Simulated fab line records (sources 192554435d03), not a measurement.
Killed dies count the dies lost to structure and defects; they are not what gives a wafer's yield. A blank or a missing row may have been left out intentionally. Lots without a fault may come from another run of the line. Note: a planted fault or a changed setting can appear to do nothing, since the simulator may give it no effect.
fab line records	flow n5-finfet
record: lots: 5	wafers: 15	last-day: 16
route steps=1938 shown BEOL_M1@761 BEOL_M4@1111 PASSIVATION@1936
lots that met no fault: from a run of the same line without faults
start-h: hours from the record's first day to the start of the lot's first wafer shown	wait-h: hours from the lot's prior step to this one	" identical to the entry in the row above	L1.1+2: one row covering several wafers at once	- no value, or no start was given	* or withheld: withheld	< > ~ a bound
route shown NAME@n: a module of which the file shows steps, and the number in the route of the first	usual: mean and standard deviation over wafers with no fault	same: alike in all rows	chamber/n: place in a boat	sites: readings site by site	_std_site: standard deviation of those values	_edge_site: the outer-site mean with the inner-site mean subtracted	radius-mm: for every site, how far away it sits from the centre of the wafer	mask NAME#n: copy n	behind: the most recent tool/chamber to have shaped the wafer	hold: reason for holding the lot/hours on hold/outcome of the hold	device: whichever transistor did not switch (one of n, p or np)	end of line: tests run on the same wafers once the route is complete	where a step has no rows: the recipe by itself	killed: the dies lost at the first sort to structure and to defects; this is not the yield of the wafer	map: shows each die of a wafer: x if killed, . if not, _ if none is there
set.NAME: the setting the step ran with; set.NAME@STEP: the setting that earlier step ran with	model.NAME: the simulator's own value behind a step, which no gauge read
lots at selected steps of the route; one table per step, one row per wafer
services: the hour from which a tool's chamber was out of use, counted from the record's first day as start-h (under 0 if before that day), plus the number of hours and why
== steps ==
step: N5_BEOL_M1_EXPOSE_08
recipe: mask-id: M1	na: 0.33	source-shape: dipole	sigma-inner: 0.369	sigma-outer: 0.767	polarization: unpolarized	dose-mj: 33
step: N5_BEOL_M1_PEB_09
recipe: peb-temp-c: 100	peb-time-s: 60	resist: CAR-EUV
step: N5_BEOL_M1_DEVELOP_10
recipe: develop-time-s: 30	developer: TMAH	resist: CAR-EUV	rinse-liquid: surfactant-rinse	dry: air-spin	dev-temp-c: 23
step: N5_BEOL_M1_DESCUM_16
recipe: chemistry: O2	time-s: 7	source-power-w: 50	bias-power-w: 20	pressure-mtorr: 20	rf-frequency-hz: 2.712e+07	temp-c: 40	resist: CAR-EUV	o2-flow-sccm: 225
step: N5_BEOL_M1_ETCH_74
recipe: chemistry: N2/H2	target: underlayer	target-depth-a: 65	mask-material: CAR-EUV	time-s: 5.2	ion-energy-ev: 200	pressure-mtorr: 30	source-w: 840	bias-w: 150	n2-flow-sccm: 200	h2-flow-sccm: 200	ends: cleared
step: N5_BEOL_M1_ETCH_63
recipe: chemistry: CF4	target: SiARC	target-depth-a: 156	mask-material: CAR-EUV	time-s: 26	ion-energy-ev: 80	pressure-mtorr: 40	source-w: 545	bias-w: 36	Ar_flow_sccm: 100	cf4-flow-sccm: 100	ends: cleared
step: N5_BEOL_M1_ETCH_64
recipe: chemistry: N2/H2	target: SOC	target-depth-a: 750	overetch-a: 150	mask-material: SiARC	temp-c: 40	time-s: 112.5	ion-energy-ev: 200	pressure-mtorr: 30	source-w: 840	bias-w: 150	n2-flow-sccm: 200	h2-flow-sccm: 200
step: N5_BEOL_M1_STRIP_65
recipe: chemistry: N2/H2	temp-c: 40	n2-flow-sccm: 200	h2-flow-sccm: 200	rf-frequency-hz: 6e+07
step: N5_BEOL_M1_STRIP_75
recipe: chemistry: N2/H2	temp-c: 40	n2-flow-sccm: 200	h2-flow-sccm: 200	rf-frequency-hz: 6e+07
step: N5_BEOL_M1_STRIP_66
recipe: chemistry: CF4	resist: SiARC	power-w: 300	bias-power-w: 75	pressure-mtorr: 50	cf4-flow-sccm: 150	rf-frequency-hz: 6e+07
usual: bias-power-w: 74.99/0.23	cf4-flow-sccm: 150.0/0.43	drypump-motor-current-A: 5.6/0.32	oes-product-au: 0.77/0.088	rf-vpp-V: 271.2/1.2	showerhead-plenum-p-Torr: 1.80/0.052	throttle-valve-pct: 13.55/0.27
lot.wafer	tool	chamber	start-h	wait-h	bias-power-w	cf4-flow-sccm	drypump-motor-current-A	oes-product-au	rf-hours-counter-h	rf-vpp-V	showerhead-plenum-p-Torr	throttle-valve-pct	model.SiARC_of_BEOL_M1_COAT_62.thk-nm
L236.1	rie-diel-01	3	159.16	0.0	74.82	150.3	5.7	0.73	136	270.9	1.73	13.45	0
L236.2	"	1	"	"	74.81	149.8	5.5	0.74	170	270.4	1.80	13.63	0
L236.6	"	3	"	"	75.08	150.5	5.7	0.73	-	269.3	1.73	13.46	0
L240.2	rie-diel-05	2	182.00	0.0	-	-	-	-	-	-	-	-	7
L240.5	"	2	"	"	-	-	-	-	-	-	-	-	7
L240.6	"	1	"	"	-	-	-	-	-	-	-	-	6.8
L242.3	rie-diel-05	0	186.62	0.0	-	-	-	-	-	-	-	-	6.8
L242.4	"	1	"	"	-	-	-	-	-	-	-	-	6.8
L242.5	"	3	"	"	-	-	-	-	-	-	-	-	7
L241.1	rie-diel-01	1	186.81	0.0	-	-	-	-	-	-	-	-	6.6
L241.3	"	2	"	"	-	-	-	-	-	-	-	-	6.8
L241.5	"	1	"	"	-	-	-	-	-	-	-	-	6.6
L247.1	rie-diel-04	2	227.43	0.0	75.09	150.1	6.2	0.85	42	269.2	1.75	13.02	0
L247.2	"	3	"	"	74.93	149.1	5.9	0.92	8	272.3	1.85	13.36	0
L247.6	"	3	"	"	75.30	149.2	5.9	0.92	-	272.6	1.85	13.36	0
step: N5_BEOL_M1_HM_OPEN_17
recipe: chemistry: Cl2/BCl3	target-depth-a: 200	overetch-a: 60	target: TiN	mask-material: SOC	ion-energy-ev: 150	pressure-mtorr: 10	icp-w: 1000	bias-w: 126	Cl2_flow_sccm: 53.25	bcl3-flow-sccm: 21.75	Ar_flow_sccm: 25
usual: drypump-motor-current-A: 5.8/0.42	he-backside-leak-sccm: 3.35/0.21	oes_ar_750_au: 0.79/0.097	oes-product-au: 0.68/0.087	throttle-valve-pct: 22.16/0.15
lot.wafer	tool	chamber	start-h	wait-h	drypump-motor-current-A	he-backside-leak-sccm	oes_ar_750_au	oes-product-au	rf-hours-counter-h	throttle-valve-pct	model.SiARC_of_BEOL_M1_COAT_62.thk-nm
L236.1	rie-metal-02	1	159.20	0.0	5.6	3.43	0.94	0.78	3	22.15	0
L236.2	"	0	"	"	6.1	3.41	0.73	0.63	57	22.23	0
L236.6	"	0	"	"	6.1	3.22	0.74	0.64	-	22.21	0
L240.2	rie-metal-03	1	182.04	0.0	5.9	3.25	0.72	0.58	77	21.84	0.4
L240.5	"	1	"	"	5.8	3.44	0.72	0.57	-	21.83	0.2
L240.6	"	0	"	"	4.6	3.15	0.77	0.68	-	22.26	0.4
L242.3	rie-metal-03	0	186.69	0.1	4.6	3.27	0.77	0.69	-	22.21	0.6
L242.4	"	1	"	"	5.9	3.33	0.72	0.59	-	21.80	0
L242.5	"	0	"	"	4.6	3.28	0.76	0.69	-	22.22	0.8
L241.1	rie-metal-01	1	186.85	0.0	5.8	3.41	0.65	0.55	109	22.39	0.2
L241.3	"	1	"	"	5.8	3.35	0.65	0.55	-	22.38	0.2
L241.5	"	0	"	"	6.2	3.10	0.86	0.77	-	22.02	0.4
L247.1	rie-metal-02	1	227.47	0.0	5.6	3.45	0.90	0.75	9	22.15	0
L247.2	"	0	"	"	6.1	3.47	0.72	0.62	62	22.25	0
L247.6	"	0	"	"	6.1	3.46	0.72	0.62	-	22.26	0
step: N5_BEOL_M1_STRIP_19
recipe: chemistry: O2	power-w: 400	temp-c: 40	pressure-mtorr: 30	rf-frequency-hz: 6e+07	bias-power-w: 0	overash-fraction: 0.2	o2-flow-sccm: 225
step: N5_BEOL_M4_RC_MEAS_101
usual: DIBL_N: 36.0/1.9	DIBL_P: 36.0/2.1	IOFF_N: 0.155/0.029	IOFF_P: 0.20/0.032	ION_N: 672/11	ION_P: 461/6.9	SS_N: 71.5/0.58	SS_P: 73.2/0.64	VT_N: 250.4/2.9	VT_P: -251.0/2.8
lot.wafer	tool	chamber	start-h	wait-h	DIBL_N[mV/V]	DIBL_P[mV/V]	IOFF_N[nA/um]	IOFF_P[nA/um]	ION_N[uA/um]	ION_P[uA/um]	SS_N[mV/dec]	SS_P[mV/dec]	VT_N[mV]	VT_P[mV]
L236.1	prober-02	0	214.31	0.0	40.1	40.3	0.224	0.27	675	464	72.9	74.0	247.6	-248.9
L236.2	"	0	"	"	38.9	38.8	0.185	0.25	682	472	71.4	73.7	250.4	-247.6
L236.6	"	0	"	"	39.9	39.2	0.214	0.26	674	461	71.1	73.9	247.6	-245.5
L242.3	prober-01	0	238.26	0.3	34.5	33.6	0.121	0.18	667	459	71.1	72.4	252.2	-252.0
L242.4	"	0	"	"	34.5	33.2	0.121	0.18	659	453	70.5	72.0	256.8	-254.4
L242.5	"	0	"	"	35.9	34.7	0.142	0.19	653	453	72.0	73.2	254.5	-249.5
L240.2	prober-01	0	241.12	0.2	32.8	32.3	0.099	0.15	644	448	70.2	72.5	257.9	-254.0
L240.5	"	0	"	"	33.4	34.6	0.123	0.18	667	461	71.1	73.8	251.8	-251.1
L240.6	"	0	"	"	34.1	34.3	0.123	0.17	651	454	72.0	72.1	256.5	-250.7
L241.1	prober-02	0	244.66	0.0	33.7	32.9	0.126	0.18	662	461	70.1	72.5	252.3	-253.1
L241.3	"	0	"	"	34.3	34.1	0.144	0.19	686	462	70.5	73.1	251.6	-252.4
L241.5	"	0	"	"	36.1	36.2	0.171	0.23	687	470	71.4	73.0	247.8	-249.6
L247.1	prober-02	0	279.51	0.0	37.1	37.0	0.151	0.19	668	455	72.0	73.4	253.4	-252.6
L247.2	"	0	"	"	34.3	35.4	0.121	0.17	666	459	71.0	73.4	255.7	-252.1
L247.6	"	0	"	"	35.8	35.8	0.122	0.17	666	453	71.1	73.3	258.4	-254.2
step: N5_PASSIVATION_PROBE_49
usual: defect-limited-yield: 91.0/1.5	killed_at_M0_to_M3: 33/9.4	killed_at_M4_up: 14/4.8	killed-at-contacts: 13/7.3	killed-at-front-end: 43/13	killed-at-other: 3.6/2.9	killed-dies: 106/18	killed-open: 69/13	killed-short: 35/8.2	sort_bin_5_function: 5.3/1	sort_bin_6_memory: 3.3/0.68	sort_bin_8_speed: 0.01/0.027	sort-n-pass: 1074/18
same: gross-dies: 1180	killed-at-back-side: 0	sort_bin_4_leakage[%]: 0
lot.wafer	tool	chamber	start-h	wait-h	defect-limited-yield[%]	killed_at_M0_to_M3	killed_at_M4_up	killed-at-contacts	killed-at-front-end	killed-at-other	killed-dies	killed-open	killed-short	sort_bin_5_function[%]	sort_bin_6_memory[%]	sort_bin_8_speed[%]	sort-n-pass
L236.1	prober-01	-	317.03	0.0	92.8	20	16	2	46	1	85	49	27	3.6	2.6	0	1095
L236.2	prober-01	-	317.08	0.1	93.1	24	10	4	39	4	81	41	34	3.8	2.4	0	1099
L236.6	prober-01	-	317.28	0.3	91.6	46	11	2	36	4	99	69	26	4.3	3.6	0	1081
L242.3	prober-02	-	345.18	0.1	89.7	34	8	6	68	5	121	78	40	6.1	3.5	0	1059
L242.4	prober-02	-	345.23	0.2	92.9	40	14	1	27	2	84	50	33	4.2	2.6	0	1096
L242.5	prober-02	-	345.28	0.2	91.6	43	11	6	33	6	99	59	36	5.1	2.7	0.17	1081
L240.2	prober-01	-	350.94	0.1	92.1	28	9	11	43	2	93	58	30	4.2	3.0	0.17	1085
L240.5	prober-01	-	351.09	0.2	91.2	32	20	13	39	0	104	67	36	5.6	3.0	0	1076
L240.6	prober-01	-	351.14	0.3	89.0	41	12	25	51	1	130	84	44	6.7	3.7	0	1050
L241.1	prober-02	-	356.55	0.0	91.9	31	14	6	43	1	95	59	35	5.0	2.5	0	1085
L241.3	prober-02	-	356.65	0.1	90.1	26	18	17	54	2	117	81	35	5.5	4.2	0	1063
L241.5	prober-02	-	356.75	0.2	91.4	31	21	7	39	3	101	65	35	5.6	2.6	0	1079
L247.1	prober-02	-	381.49	0.0	93.3	24	12	10	29	4	79	58	21	4.3	2.0	0	1101
L247.2	prober-02	-	381.54	0.1	90.4	48	13	15	35	2	113	82	30	6.8	2.5	0	1067
L247.6	prober-02	-	381.74	0.3	89.0	46	17	14	50	3	130	83	36	6.4	3.7	0	1050
killed by level:class
L236.1 FIN_SAQP:geometric-particle:open=9 HKMG_FIN:area-etch=9 GATE_CUT:geometric-particle:open=6 BEOL_M0_SAQP:geometric-particle:short=5 BEOL_M4:geometric-particle:open=5 ILD0:geometric-particle:short=4 GATE_CUT:geometric-particle:short=4 BEOL_M0_SAQP:geometric-particle:open=4
L236.2 BEOL_M0_SAQP:geometric-particle:short=8 HKMG_FIN:area-etch=6 FIN_SAQP:geometric-particle:short=5 GATE_CUT:geometric-particle:short=5 FIN_SAQP:geometric-particle:open=4 STI_FIN_REVEAL:geometric-particle:open=4 BEOL_M4:geometric-particle:open=4 DUMMY_GATE:geometric-particle:open=4
L236.6 BEOL_M1:geometric-particle:open=18 BEOL_M3:geometric-particle:open=9 FIN_SAQP:geometric-particle:open=8 BEOL_M4:geometric-particle:open=7 BEOL_M2:geometric-particle:open=6 BEOL_M0_SAQP:geometric-particle:open=5 FIN_SAQP:geometric-particle:short=4 GATE_CUT:geometric-particle:open=4
L242.3 FIN_SAQP:geometric-particle:open=20 FIN_SAQP:geometric-particle:short=13 BEOL_M0_SAQP:geometric-particle:open=11 STI_FIN_REVEAL:geometric-particle:open=7 BEOL_M2:geometric-particle:open=7 MOL_CONTACT_COAG:geometric-particle:open=6 BEOL_M0_SAQP:geometric-particle:short=6 GATE_CUT:geometric-particle:short=5
L242.4 BEOL_M0_SAQP:geometric-particle:short=11 FIN_SAQP:geometric-particle:open=8 BEOL_M0_SAQP:geometric-particle:open=8 BEOL_M4:geometric-particle:open=7 BEOL_M2:geometric-particle:open=4 BEOL_M1:geometric-particle:open=4 FIN_SAQP:geometric-particle:short=3 STI_FIN_REVEAL:geometric-particle:open=3
L242.5 FIN_SAQP:geometric-particle:open=8 BEOL_M2:geometric-particle:open=8 BEOL_M0_SAQP:geometric-particle:open=7 BEOL_M0_SAQP:geometric-particle:short=6 BEOL_M0:geometric-particle:open=6 GATE_CUT:geometric-particle:short=5 BEOL_M1:geometric-particle:short=5 FIN_SAQP:geometric-particle:short=4
L240.2 FIN_SAQP:geometric-particle:open=10 MOL_CONTACT_COAG:geometric-particle:open=10 FIN_SAQP:geometric-particle:short=9 BEOL_M2:geometric-particle:open=7 STI_FIN_REVEAL:geometric-particle:open=5 BEOL_M0_SAQP:geometric-particle:open=5 GATE_CUT:geometric-particle:short=4 BEOL_M0_SAQP:geometric-particle:short=4
L240.5 MOL_CONTACT_COAG:geometric-particle:open=11 FIN_SAQP:geometric-particle:short=9 BEOL_M2:geometric-particle:open=7 DUMMY_GATE:geometric-particle:open=6 BEOL_M1:geometric-particle:open=6 STI_FIN_REVEAL:geometric-particle:open=5 BEOL_M3:geometric-particle:open=5 FIN_SAQP:geometric-particle:open=4
L240.6 MOL_CONTACT_COAG:geometric-particle:open=18 BEOL_M2:geometric-particle:open=17 STI_FIN_REVEAL:geometric-particle:open=16 FIN_SAQP:geometric-particle:short=12 MOL_CONTACT_COAG:geometric-particle:short=7 BEOL_M0_SAQP:geometric-particle:short=7 BEOL_M1:geometric-particle:open=7 FIN_SAQP:geometric-particle:open=6
L241.1 STI_FIN_REVEAL:geometric-particle:open=10 BEOL_M0_SAQP:geometric-particle:open=10 GATE_CUT:geometric-particle:short=9 BEOL_M3:geometric-particle:open=7 BEOL_M2:geometric-particle:open=6 DUMMY_GATE:geometric-particle:open=5 MOL_CONTACT_COAG:geometric-particle:open=5 BEOL_M0_SAQP:geometric-particle:short=5
L241.3 MOL_CONTACT_COAG:geometric-particle:open=16 DUMMY_GATE:geometric-particle:open=15 FIN_SAQP:geometric-particle:open=7 BEOL_M2:geometric-particle:open=7 BEOL_M3:geometric-particle:open=7 FIN_SAQP:geometric-particle:short=6 STI_FIN_REVEAL:geometric-particle:open=6 DUMMY_GATE:geometric-particle:short=6
L241.5 STI_FIN_REVEAL:geometric-particle:open=13 BEOL_M0_SAQP:geometric-particle:short=9 BEOL_M3:geometric-particle:open=9 BEOL_M2:geometric-particle:open=7 BEOL_M6:geometric-particle:open=6 STARTING-WAFER:geometric-particle:short=6 GATE_CUT:geometric-particle:short=5 MOL_CONTACT_COAG:geometric-particle:open=5
L247.1 STI_FIN_REVEAL:geometric-particle:open=10 MOL_CONTACT_COAG:geometric-particle:open=8 BEOL_M4:geometric-particle:open=6 DUMMY_GATE:geometric-particle:open=5 BEOL_M0_SAQP:geometric-particle:open=5 BEOL_M2:geometric-particle:open=4 GATE_CUT:geometric-particle:open=3 BEOL_M0_SAQP:geometric-particle:short=3
L247.2 BEOL_M0_SAQP:geometric-particle:open=14 DUMMY_GATE:geometric-particle:open=11 MOL_CONTACT_COAG:geometric-particle:open=10 BEOL_M0:geometric-particle:open=8 BEOL_M1:geometric-particle:open=8 FIN_SAQP:geometric-particle:open=6 MOL_CONTACT_COAG:geometric-particle:short=5 BEOL_M4:geometric-particle:open=5
L247.6 BEOL_M0_SAQP:geometric-particle:open=12 STI_FIN_REVEAL:geometric-particle:open=11 MOL_CONTACT_COAG:geometric-particle:open=11 FIN_SAQP:geometric-particle:short=10 BEOL_M1:geometric-particle:open=9 HKMG_FIN:area-etch=9 FIN_SAQP:geometric-particle:open=7 BEOL_M0_SAQP:geometric-particle:short=7
== services ==
tool	chamber	start-h	hours	kind
rie-diel-05	1	141.67	9.0	repair
rie-diel-04	3	184.80	-	clean
rie-diel-04	3	184.80	-	consumable-replace:focus-ring
rie-diel-04	3	184.80	21.8	scheduled-down
rie-diel-04	3	184.80	21.8	vent-cycle
rie-diel-05	3	190.29	7.9	repair
rie-diel-01	1	194.00	11.3	repair
rie-metal-01	-	195.05	14.6	pm
rie-diel-01	0	197.51	3.7	repair
rie-diel-04	0	206.61	-	clean
rie-diel-04	0	206.61	-	consumable-replace:focus-ring
rie-diel-04	0	206.61	19.9	scheduled-down
rie-diel-04	0	206.61	19.9	vent-cycle
rie-metal-01	-	210.27	0.7	repair
rie-diel-01	3	226.04	5.8	repair
== key ==
first-sign: step: N5_BEOL_M1_STRIP_66	reading: tool-record	direction: missing
effect none on later readings
model-effect: step: N5_BEOL_M1_STRIP_66	value: SiARC_of_BEOL_M1_COAT_62.thk-nm	without: 0	struck: 6.822
model-effect: step: N5_BEOL_M1_HM_OPEN_17	value: SiARC_of_BEOL_M1_COAT_62.thk-nm	without: 0	struck: 0.3556
met-at N5_BEOL_M1_STRIP_66
struck-wafers L240.2,L240.5,L240.6,L241.1,L241.3,L241.5,L242.3,L242.4,L242.5
onset-between 159.16 182.00
fault: kind: skipped-step-whole	tool: rie-diel-01,rie-diel-05	chamber: -	onset-h: 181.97	steps: N5_BEOL_M1_STRIP_66	scope: struck-lots-only
